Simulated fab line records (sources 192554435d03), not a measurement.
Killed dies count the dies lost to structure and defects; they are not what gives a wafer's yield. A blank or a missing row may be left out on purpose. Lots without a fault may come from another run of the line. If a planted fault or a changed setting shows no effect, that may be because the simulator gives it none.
fab line records	flow n5Finfet
[record] lots = 9	wafers = 26	lastDay = 17
route steps=1938 shown BEOL_M2@859 BEOL_M4@1111 PASSIVATION@1936
lots that met no fault: taken from a fault-free run of the same line
startH: hours from the record's first day to the start of the lot's first wafer shown	waitH: hours from the lot's prior step to this one	" repeats the value in the row above	L1.1+2: a single row standing in for several wafers	- either no value or no given start	* or withheld: withheld	< > ~ a bound
route shown NAME@n: names a module that has steps shown in the file, with the first one's number in the route	usual: mean/standard deviation of fault-free wafers	same: alike in all rows	chamber/n: place in a boat	sites: per-site readings	_std_site: how widely they spread, as a standard deviation	_edge_site: outer sites' mean less inner sites'	radiusMm: for every site, how far away it sits from the centre of the wafer	mask NAME#n: copy n	behind: the tool/chamber that last shaped the wafer	hold: reason for holding the lot/hours on hold/outcome of the hold	device: transistor that didn't switch, given as n, p or np	end of line: the tests these same wafers got at the end of their route	where a step has no rows: the recipe by itself	killed: at the first sort, the dies lost to defects and structure; wafer yield is something else	map: per-die view of a wafer (x killed, . not killed, _ where there is no die)
set.NAME: the setting the step ran with; set.NAME@STEP: the setting that earlier step ran with	model.NAME: the simulator's own value behind a step, which no gauge read
one table for each step of the route and one row for each wafer, over a sample of lots
services: a tool's chamber out of use, with start hour (startH, from the record's first day; less than 0 if before it), hours out, and reason
[[steps]]
[step N5_BEOL_M2_ETCH_63]
[recipe] chemistry = CF4	target = SiARC	targetDepthA = 156	maskMaterial = CAR-EUV	timeS = 26	ionEnergyEv = 80	pressureMtorr = 40	sourceW = 545	biasW = 36	Ar_flow_sccm = 100	cf4FlowSccm = 100	ends = cleared
[usual] biasW = 36.00/0.11	drypumpMotorCurrentA = 5.7/0.5	etchRfOnTimeS = 25.9/0.45	oesProductAu = 0.70/0.064	rfFwdPowerW = 532.4/2.5	rfVppV = 184.2/1.2	showerheadPlenumPTorr = 2.15/0.079	throttleValvePct = 15.59/0.18
lot.wafer	tool	chamber	startH	waitH	biasW	drypumpMotorCurrentA	etchRfOnTimeS	oesProductAu	rfFwdPowerW	rfHoursCounterH	rfVppV	showerheadPlenumPTorr	throttleValvePct
L143.4	rieDiel-06	1	134.14	0.0	36.00	6.7	26.3	0.69	531.2	92	184.3	2.07	15.60
L143.5	"	2	"	"	36.03	5.4	25.6	0.79	533.1	-	185.4	2.26	15.54
L143.6	"	1	"	"	35.92	6.7	26.4	0.70	533.2	-	182.6	2.07	15.60
L147.1	rieDiel-01	3	163.49	0.0	36.05	5.7	26.5	0.73	534.5	32	183.1	2.08	15.53
L147.2	"	1	"	"	35.93	5.3	26.3	0.60	532.6	210	184.6	2.13	15.81
L147.4	"	0	"	"	35.78	6.1	25.6	0.62	532.4	-	182.5	2.05	15.91
L150.2	rieDiel-01	0	174.84	0.0	35.69	6.1	25.6	0.61	531.1	227	182.4	2.04	15.94
L150.3	"	3	"	"	35.99	5.7	26.1	0.73	532.9	39	182.1	2.08	15.56
L150.5	"	1	"	"	36.07	5.3	26.0	0.59	532.2	-	183.2	2.13	15.81
L151.1	rieDiel-01	1	186.24	0.0	35.82	5.3	26.3	0.59	528.7	222	184.1	2.13	15.85
L151.4	"	2	"	"	35.82	6.4	25.7	0.81	531.2	2	184.7	2.10	15.37
L151.6	"	2	"	"	36.08	6.4	25.9	0.81	532.0	-	183.0	2.10	15.37
L155.1	rieDiel-01	2	205.21	0.0	36.19	6.4	26.2	0.78	531.6	9	182.9	2.10	15.39
L155.3	"	1	"	"	35.89	5.3	26.4	0.59	532.1	228	184.3	2.12	15.85
L155.4	"	0	"	"	35.95	6.1	25.2	0.61	534.3	239	182.3	2.04	15.94
L156.3	rieDiel-02	0	213.46	0.0	35.87	5.8	25.7	0.72	533.7	55	184.7	2.18	15.34
L156.4	"	2	"	"	36.04	5.7	25.7	0.68	531.7	94	184.7	2.24	15.43
L156.6	"	0	"	"	35.86	5.8	25.8	0.72	529.6	-	185.8	2.18	15.33
L160.1	rieDiel-01	1	243.51	0.0	35.94	5.3	26.1	0.58	531.3	241	183.4	2.12	15.88
L160.4	"	1	"	"	35.90	5.3	26.2	0.57	531.8	-	182.5	2.12	15.87
L160.5	"	2	"	"	36.07	6.3	25.8	0.77	529.4	-	184.1	2.10	15.42
L162.2	rieDiel-01	2	247.93	0.0	35.92	6.4	26.2	0.75	530.6	24	183.6	2.10	15.42
L162.4	"	2	"	"	36.01	6.3	26.3	0.75	532.0	-	183.5	2.10	15.41
L162.6	"	1	"	"	35.99	5.3	26.7	0.57	530.3	-	183.3	2.12	15.88
L164.1	rieDiel-02	0	255.25	0.0	35.91	5.8	25.8	0.70	531.8	72	185.0	2.17	15.35
L164.5	"	1	"	"	36.02	5.6	25.6	0.68	529.5	-	183.5	2.17	15.41
[step N5_BEOL_M2_STRIP_19]
[recipe] chemistry = O2	powerW = 400	tempC = 40	pressureMtorr = 30	rfFrequencyHz = 6e+07	biasPowerW = 0	overashFraction = 0.2	o2FlowSccm = 225
[usual] drypumpMotorCurrentA = 5.6/0.5	oesProductAu = 0.81/0.066	rfVppV = 3.6/0.46	showerheadPlenumPTorr = 2.10/0.085	throttleValvePct = 16.63/0.18
[same] biasPowerW = 0
lot.wafer	tool	chamber	startH	waitH	drypumpMotorCurrentA	oesProductAu	rfHoursCounterH	rfVppV	showerheadPlenumPTorr	throttleValvePct
L143.4	rieDiel-06	3	134.46	0.1	5.1	0.88	36	3.1	2.21	16.50
L143.5	"	2	"	"	5.4	0.91	-	3.8	2.23	16.67
L143.6	"	1	"	"	6.7	0.81	-	4.3	2.02	16.69
L147.1	rieDiel-01	1	163.90	0.2	5.3	0.70	211	2.8	2.08	16.84
L147.2	"	3	"	"	5.7	0.86	32	3.8	2.05	16.62
L147.4	"	0	"	"	6.1	0.71	-	3.7	1.98	16.86
L150.2	rieDiel-06	3	175.16	0.1	5.1	0.87	51	4.1	2.20	16.51
L150.3	"	2	"	"	5.4	0.88	33	4.7	2.23	16.70
L150.5	"	0	"	"	5.3	0.89	-	2.5	2.25	16.65
L151.1	rieDiel-02	3	186.55	0.1	4.7	0.83	77	3.7	2.03	16.74
L151.4	"	0	"	"	5.8	0.85	45	3.9	2.12	16.26
L151.6	"	0	"	"	5.8	0.85	-	3.8	2.12	16.28
L155.1	rieDiel-06	0	205.59	0.1	5.3	0.86	29	4.1	2.25	16.70
L155.3	"	3	"	"	5.1	0.85	62	3.2	2.20	16.52
L155.4	"	2	"	"	5.5	0.87	44	4.1	2.22	16.72
L156.3	rieDiel-02	3	213.77	0.1	4.7	0.82	86	3.3	2.03	16.77
L156.4	"	2	"	"	5.7	0.79	94	3.3	2.23	16.65
L156.6	"	3	"	"	4.7	0.81	-	2.5	2.03	16.77
L160.1	rieDiel-02	3	244.00	0.3	4.8	0.81	98	3.8	2.02	16.79
L160.4	"	2	"	"	5.7	0.78	104	3.6	2.23	16.68
L160.5	"	1	"	"	5.6	0.81	-	4.4	2.12	16.46
L162.2	rieDiel-02	0	248.35	0.2	5.8	0.82	69	3.5	2.11	16.32
L162.4	"	3	"	"	4.7	0.81	100	3.4	2.02	16.78
L162.6	"	3	"	"	4.7	0.81	-	3.1	2.02	16.80
L164.1	rieDiel-02	0	255.56	0.1	5.8	0.81	72	3.8	2.11	16.33
L164.5	"	2	"	"	5.8	0.77	-	3.5	2.23	16.68
[step N5_BEOL_M2_ALD_98]
[recipe] material = SiO2	targetThkA = 25	tempC = 100	aldPrecursorFamily = BDEAS	aldCoReactant = O2-plasma	pulseTimeS = 1	coReactantPulseTimeS = 1	purgeTimeS = 2	coReactantPurgeTimeS = 2	aldCycles = 17	pressureTorr = 2
[usual] heaterPowerW = 79/6.5	precursorPulseHeightRel = 1.003/0.021	susceptorTempC = 100.01/0.13
lot.wafer	tool	chamber	startH	waitH	heaterPowerW	precursorPulseHeightRel	susceptorTempC
L143.4	aldSin-03	3	135.50	0.3	78	0.981	100.27
L143.5	"	0	"	"	83	0.976	100.36
L143.6	"	3	"	"	80	0.989	99.92
L147.1	aldSin-04	1	164.55	0.1	82	1.021	100.17
L147.2	"	0	"	"	88	1.000	99.87
L147.4	"	2	"	"	71	0.953	100.07
L150.2	aldSin-03	1	176.07	0.1	64	1.010	99.87
L150.3	"	3	"	"	76	1.022	99.87
L150.5	"	1	"	"	65	1.009	100.12
L151.1	aldSin-03	1	188.55	1.4	64	1.024	100.00
L151.4	"	2	"	"	74	0.999	100.01
L151.6	"	0	"	"	85	1.021	100.07
L155.1	aldSin-03	2	206.46	0.2	74	1.046	100.17
L155.3	"	1	"	"	62	0.965	98.91
L155.4	"	0	"	"	86	1.028	99.97
L156.3	aldSin-03	2	214.54	0.1	75	0.984	100.04
L156.4	"	1	"	"	65	0.957	99.02
L156.6	"	0	"	"	82	1.006	100.15
L160.1	aldSin-01	0	244.74	0.1	78	1.000	100.02
L160.4	"	2	"	"	85	0.987	100.06
L160.5	"	3	"	"	87	1.036	99.90
L162.2	aldSin-04	0	249.80	0.9	88	0.978	100.07
L162.4	"	2	"	"	74	0.983	100.10
L162.6	"	3	"	"	71	1.010	100.00
L164.1	aldSin-01	2	256.21	0.1	86	0.980	100.11
L164.5	"	0	"	"	80	1.034	99.99
[step N5_BEOL_M2_ETCH_70]
[recipe] chemistry = N2/H2	target = SOC	targetDepthA = 800	overetchA = 240	maskMaterial = SiARC	tempC = 40	timeS = 130	ionEnergyEv = 200	pressureMtorr = 30	sourceW = 840	biasW = 150	n2FlowSccm = 200	h2FlowSccm = 200
[usual] biasW = 149.9/0.47	drypumpMotorCurrentA = 5.7/0.5	oesProductAu = 0.60/0.052	rfFwdPowerW = 836.0/2.7	rfVppV = 523.9/3	showerheadPlenumPTorr = 2.55/0.1	throttleValvePct = 17.75/0.18
lot.wafer	tool	chamber	startH	waitH	biasW	drypumpMotorCurrentA	oesProductAu	rfFwdPowerW	rfHoursCounterH	rfVppV	showerheadPlenumPTorr	throttleValvePct
L143.4	rieDiel-01	2	136.66	0.0	150.3	6.4	0.52	836.7	244	522.2	2.49	17.86
L143.5	"	3	"	"	150.9	5.7	0.65	837.4	-	522.2	2.48	17.69
L143.6	"	0	"	"	149.2	6.1	0.53	832.0	-	518.6	2.42	17.98
L147.1	rieDiel-01	3	167.37	0.0	149.5	5.7	0.64	836.8	34	523.4	2.48	17.70
L147.2	"	1	"	"	150.4	5.2	0.52	839.1	212	522.1	2.53	18.00
L147.4	"	0	"	"	149.4	6.1	0.53	837.0	-	518.0	2.41	18.02
L150.2	rieDiel-02	3	176.24	0.0	149.4	4.7	0.61	836.2	73	521.9	2.46	17.74
L150.3	"	2	"	"	150.1	5.8	0.59	832.8	81	526.9	2.69	17.73
L150.5	"	1	"	"	149.0	5.6	0.61	833.6	-	525.0	2.58	17.47
L151.1	rieDiel-06	3	191.65	0.0	150.1	5.1	0.63	839.6	57	528.3	2.66	17.57
L151.4	"	0	"	"	149.4	5.3	0.65	842.3	24	528.3	2.71	17.75
L151.6	"	2	"	"	149.3	5.4	0.65	835.4	-	529.1	2.70	17.83
L155.1	rieDiel-06	2	212.23	0.0	149.7	5.4	0.64	838.6	46	527.4	2.70	17.84
L155.3	"	1	"	"	149.3	6.7	0.59	840.3	120	522.0	2.46	17.97
L155.4	"	3	"	"	149.8	5.2	0.62	838.9	63	528.1	2.66	17.58
L156.3	rieDiel-01	2	217.61	0.0	150.4	6.4	0.67	834.4	13	521.1	2.49	17.49
L156.4	"	0	"	"	149.4	6.1	0.52	840.5	244	520.6	2.40	18.07
L156.6	"	2	"	"	150.2	6.4	0.67	835.8	-	523.0	2.49	17.51
L160.1	rieDiel-01	2	244.99	0.0	150.7	6.3	0.65	837.4	22	522.1	2.48	17.52
L160.4	"	2	"	"	150.6	6.4	0.66	837.1	-	522.0	2.48	17.51
L160.5	"	1	"	"	149.9	5.3	0.50	835.5	-	523.5	2.51	18.04
L162.2	rieDiel-06	3	250.93	0.0	151.0	5.1	0.61	839.5	75	527.1	2.66	17.61
L162.4	"	1	"	"	150.3	6.7	0.57	835.7	133	521.3	2.45	17.98
L162.6	"	0	"	"	150.3	5.3	0.63	838.1	-	527.7	2.70	17.75
L164.1	rieDiel-02	0	264.89	0.0	150.0	5.8	0.60	835.3	74	526.4	2.59	17.59
L164.5	"	3	"	"	148.9	4.7	0.58	835.8	-	520.8	2.45	17.82
[step N5_BEOL_M4_RC_MEAS_101]
[usual] DIBL_N = 36.1/1.5	DIBL_P = 36.1/1.9	IOFF_N = 0.159/0.029	IOFF_P = 0.21/0.038	ION_N = 675/11	ION_P = 464/8.1	SS_N = 71.5/0.57	SS_P = 73.3/0.64	VT_N = 249/3.1	VT_P = -250/3.8
lot.wafer	tool	chamber	startH	waitH	DIBL_N[mV/V]	DIBL_P[mV/V]	IOFF_N[nA/um]	IOFF_P[nA/um]	ION_N[uA/um]	ION_P[uA/um]	SS_N[mV/dec]	SS_P[mV/dec]	VT_N[mV]	VT_P[mV]
L143.4	prober-01	0	158.90	0.5	37.0	37.6	0.149	0.21	664	462	71.6	73.3	249	-251
L143.5	"	0	"	"	35.4	34.6	0.118	0.17	654	457	71.8	72.9	255	-254
L143.6	"	0	"	"	37.2	38.3	0.144	0.22	664	461	71.6	73.2	252	-251
L147.1	prober-02	0	192.89	0.1	34.6	34.7	0.141	0.19	683	467	70.9	72.6	250	-252
L147.2	"	0	"	"	36.3	36.2	0.157	0.21	676	466	72.1	73.3	249	-250
L147.4	"	0	"	"	35.7	35.8	0.162	0.21	677	469	71.3	72.5	249	-249
L150.2	prober-01	0	201.29	0.2	41.1	40.4	0.279	0.29	694	470	72.1	74.6	245	-248
L150.3	"	0	"	"	36.9	36.6	0.175	0.21	679	460	71.8	73.2	249	-252
L150.5	"	0	"	"	38.0	37.7	0.186	0.23	684	465	72.0	74.4	247	-251
L151.1	prober-02	0	219.08	0.0	37.8	38.2	0.171	0.24	679	470	72.0	74.1	250	-249
L151.4	"	0	"	"	37.4	37.0	0.156	0.21	670	456	71.8	73.5	254	-249
L151.6	"	0	"	"	36.2	36.6	0.140	0.21	657	465	71.6	73.0	249	-250
L155.1	prober-01	0	245.48	0.0	33.0	32.4	0.104	0.15	660	446	70.9	72.5	255	-254
L155.3	"	0	"	"	36.2	35.5	0.145	0.18	664	456	71.4	73.0	252	-253
L155.4	"	0	"	"	33.8	33.0	0.109	0.15	668	453	71.1	72.2	256	-254
L156.3	prober-01	0	248.66	0.3	36.7	38.0	0.168	0.23	687	464	71.7	73.1	249	-249
L156.4	"	0	"	"	34.2	34.1	0.113	0.17	656	460	70.8	73.2	256	-254
L156.6	"	0	"	"	36.9	37.7	0.155	0.22	670	470	71.5	74.0	250	-250
L160.1	prober-01	0	269.52	0.0	35.6	37.1	0.150	0.19	663	457	71.3	73.5	253	-254
L160.4	"	0	"	"	36.9	37.5	0.166	0.19	676	460	72.4	73.6	248	-254
L160.5	"	0	"	"	36.6	37.7	0.169	0.20	675	457	72.3	73.7	251	-254
L162.2	prober-01	0	276.85	0.2	36.9	39.4	0.195	0.25	675	465	71.8	74.3	247	-247
L162.4	"	0	"	"	36.9	39.2	0.187	0.23	673	463	72.0	74.5	249	-252
L162.6	"	0	"	"	36.4	38.2	0.174	0.22	671	462	72.4	74.7	250	-248
L164.1	prober-02	0	300.63	0.0	35.6	36.6	0.159	0.20	674	456	71.3	72.6	247	-252
L164.5	"	0	"	"	34.5	34.6	0.131	0.17	664	456	71.1	73.1	252	-255
[step N5_PASSIVATION_PROBE_49]
[usual] defectLimitedYield = 91.5/1.6	killed_at_M0_to_M3 = 33/10	killed_at_M4_up = 13/5.6	killedAtContacts = 13/6	killedAtFrontEnd = 39/12	killedAtOther = 3.0/2.8	killedDies = 101/19	killedOpen = 65/13	killedShort = 32/8.3	sort_bin_4_leakage = 0.00/0.0072	sort_bin_5_function = 5.0/1	sort_bin_6_memory = 3.1/0.69	sortNPass = 1079/19	sortYieldPct = 91.5/1.6
[same] grossDies = 1180	killedAtBackSide = 0	sort_bin_8_speed[%] = 0
lot.wafer	tool	chamber	startH	waitH	defectLimitedYield[%]	killed_at_M0_to_M3	killed_at_M4_up	killedAtContacts	killedAtFrontEnd	killedAtOther	killedDies	killedOpen	killedShort	sort_bin_4_leakage[%]	sort_bin_5_function[%]	sort_bin_6_memory[%]	sortNPass	sortYieldPct[%]
L143.4	prober-02	-	248.96	0.2	91.1	37	7	17	35	9	105	62	43	0	5.0	3.6	1075	91.1
L143.5	prober-02	-	249.01	0.2	93.1	31	4	21	22	4	82	51	26	0	4.6	2.0	1098	93.1
L143.6	prober-02	-	249.06	0.3	93.1	20	8	17	36	1	82	44	33	0	3.6	2.5	1098	93.1
L155.1	prober-01	-	346.82	0.0	91.7	36	12	4	46	0	98	62	35	0	5.3	2.4	1082	91.7
L155.3	prober-01	-	346.92	0.1	91.7	37	10	11	40	0	98	58	40	0	4.1	3.7	1082	91.7
L155.4	prober-01	-	346.97	0.2	91.9	40	9	17	28	1	95	62	31	0	5.5	2.2	1085	91.9
L156.3	prober-02	-	353.86	0.1	93.2	17	11	5	47	0	80	51	24	0	4.2	2.4	1100	93.2
L156.4	prober-02	-	353.91	0.2	90.8	31	2	18	54	3	108	71	33	0	5.4	3.4	1072	90.8
L156.6	prober-02	-	354.01	0.3	93.1	32	5	7	36	2	82	42	38	0	3.8	2.7	1098	93.1
L164.1	prober-01	-	397.93	0.0	89.2	31	13	17	63	3	127	84	35	0	5.4	4.6	1053	89.2
L164.5	prober-01	-	398.13	0.2	89.0	30	9	26	60	5	130	80	39	0	6.8	3.3	1050	89.0
// killed by level:class
L143.4 BEOL_M0_SAQP:geometricParticle:open=14 MOL_CONTACT_COAG:geometricParticle:open=12 BEOL_M0_SAQP:geometricParticle:short=8 FIN_SAQP:geometricParticle:short=6 BEOL_M1:geometricParticle:open=6 DUMMY_GATE:geometricParticle:short=5 MOL_CONTACT_COAG:geometricParticle:short=5 FIN_SAQP:geometricParticle:open=4
L143.5 MOL_CONTACT_COAG:geometricParticle:open=18 BEOL_M0_SAQP:geometricParticle:open=6 BEOL_M2:geometricParticle:open=6 BEOL_M1:geometricParticle:open=4 FIN_SAQP:geometricParticle:short=3 STI_FIN_REVEAL:geometricParticle:open=3 ILD0:geometricParticle:short=3 GATE_CUT:geometricParticle:short=3
L143.6 MOL_CONTACT_COAG:geometricParticle:open=11 GATE_CUT:geometricParticle:short=8 DUMMY_GATE:geometricParticle:open=7 MOL_CONTACT_COAG:geometricParticle:short=6 FIN_SAQP:geometricParticle:open=6 FIN_SAQP:geometricParticle:short=6 BEOL_M4:geometricParticle:open=6 GATE_CUT:geometricParticle:open=3
L155.1 FIN_SAQP:geometricParticle:open=18 BEOL_M0_SAQP:geometricParticle:open=9 FIN_SAQP:geometricParticle:short=8 BEOL_M2:geometricParticle:open=8 BEOL_M0_SAQP:geometricParticle:short=8 DUMMY_GATE:geometricParticle:open=6 BEOL_M4:geometricParticle:short=5 BEOL_M1:geometricParticle:open=5
L155.3 FIN_SAQP:geometricParticle:short=12 MOL_CONTACT_COAG:geometricParticle:open=10 BEOL_M0_SAQP:geometricParticle:short=9 BEOL_M1:geometricParticle:open=8 FIN_SAQP:geometricParticle:open=7 BEOL_M0_SAQP:geometricParticle:open=7 GATE_CUT:geometricParticle:short=6 BEOL_M2:geometricParticle:open=5
L155.4 MOL_CONTACT_COAG:geometricParticle:open=14 BEOL_M0_SAQP:geometricParticle:short=12 BEOL_M0_SAQP:geometricParticle:open=7 BEOL_M2:geometricParticle:open=7 DUMMY_GATE:geometricParticle:open=6 GATE_CUT:geometricParticle:open=6 BEOL_M3:geometricParticle:open=6 BEOL_M4:geometricParticle:short=4
L156.3 FIN_SAQP:geometricParticle:open=10 FIN_SAQP:geometricParticle:short=8 STI_FIN_REVEAL:geometricParticle:open=7 BEOL_M4:geometricParticle:open=7 GATE_CUT:geometricParticle:short=6 BEOL_M1:geometricParticle:open=5 BEOL_M2:geometricParticle:open=5 STARTING-WAFER:geometricParticle:open=4
L156.4 FIN_SAQP:geometricParticle:open=19 MOL_CONTACT_COAG:geometricParticle:open=16 FIN_SAQP:geometricParticle:short=10 BEOL_M0_SAQP:geometricParticle:open=7 BEOL_M3:geometricParticle:open=6 DUMMY_GATE:geometricParticle:open=5 BEOL_M3:geometricParticle:short=5 GATE_CUT:geometricParticle:short=4
L156.6 FIN_SAQP:geometricParticle:short=8 MOL_CONTACT_COAG:geometricParticle:open=6 BEOL_M2:geometricParticle:open=6 BEOL_M3:geometricParticle:open=6 STARTING-WAFER:geometricParticle:short=6 GATE_CUT:geometricParticle:short=5 BEOL_M0_SAQP:geometricParticle:short=5 FIN_SAQP:geometricParticle:open=4
L164.1 STI_FIN_REVEAL:geometricParticle:open=19 MOL_CONTACT_COAG:geometricParticle:open=14 FIN_SAQP:geometricParticle:open=12 BEOL_M0_SAQP:geometricParticle:open=11 BEOL_M0_SAQP:geometricParticle:short=9 FIN_SAQP:geometricParticle:short=9 BEOL_M5:geometricParticle:open=6 HKMG_FIN:areaEtch=6
L164.5 MOL_CONTACT_COAG:geometricParticle:open=21 STI_FIN_REVEAL:geometricParticle:open=16 GATE_CUT:geometricParticle:short=13 BEOL_M0_SAQP:geometricParticle:open=13 FIN_SAQP:geometricParticle:short=6 HKMG_FIN:areaEtch=6 FIN_SAQP:geometricParticle:open=5 BEOL_M0_SAQP:geometricParticle:short=5
[[services]]
tool	chamber	startH	hours	kind
aldSin-01	-	122.19	14.6	pm
aldSin-04	1	140.15	3.4	repair
rieDiel-02	0	145.20	4.2	repair
rieDiel-01	2	155.86	-	clean
rieDiel-01	2	155.86	-	consumableReplace:focusRing
rieDiel-01	2	155.86	24.8	scheduledDown
rieDiel-01	2	155.86	24.8	ventCycle
aldSin-04	-	176.75	14.0	pm
aldSin-04	0	176.75	14.0	ventCycle
aldSin-04	1	176.75	14.0	ventCycle
aldSin-04	2	176.75	14.0	ventCycle
aldSin-04	3	176.75	14.0	ventCycle
aldSin-04	0	190.75	-	clean
aldSin-04	1	190.75	-	clean
aldSin-04	2	190.75	-	clean
aldSin-04	3	203.34	4.1	repair
rieDiel-06	3	219.51	1.4	repair
rieDiel-01	0	239.19	-	clean
rieDiel-01	0	239.19	-	consumableReplace:focusRing
rieDiel-01	0	239.19	-	consumableReplace:showerhead
rieDiel-01	0	239.19	32.1	scheduledDown
rieDiel-01	0	239.19	32.1	ventCycle
aldSin-01	0	250.36	5.1	repair
rieDiel-02	1	259.35	18.6	repair
[[key]]
[firstSign] step = N5_BEOL_M2_ALD_98	reading = susceptorTempC	direction = down	sigmas = 8.1	usual = *	struck = *
effect none on later readings
metAt N5_BEOL_M2_ALD_98
struckLots L155,L156
struckWafers L155.3,L156.4
notActingAt N5_BEOL_M2_ETCH_63,N5_BEOL_M2_STRIP_19,N5_BEOL_M2_ETCH_70
onsetBetween 188.55 206.46
[fault] kind = processParameterDrift	tool = aldSin-03	chamber = 1	onsetH = 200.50	steps = N5_BEOL_M2_ALD_98	channel = tempC	offset = *	shape = step	endH = 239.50	actsIn = *	stated = *
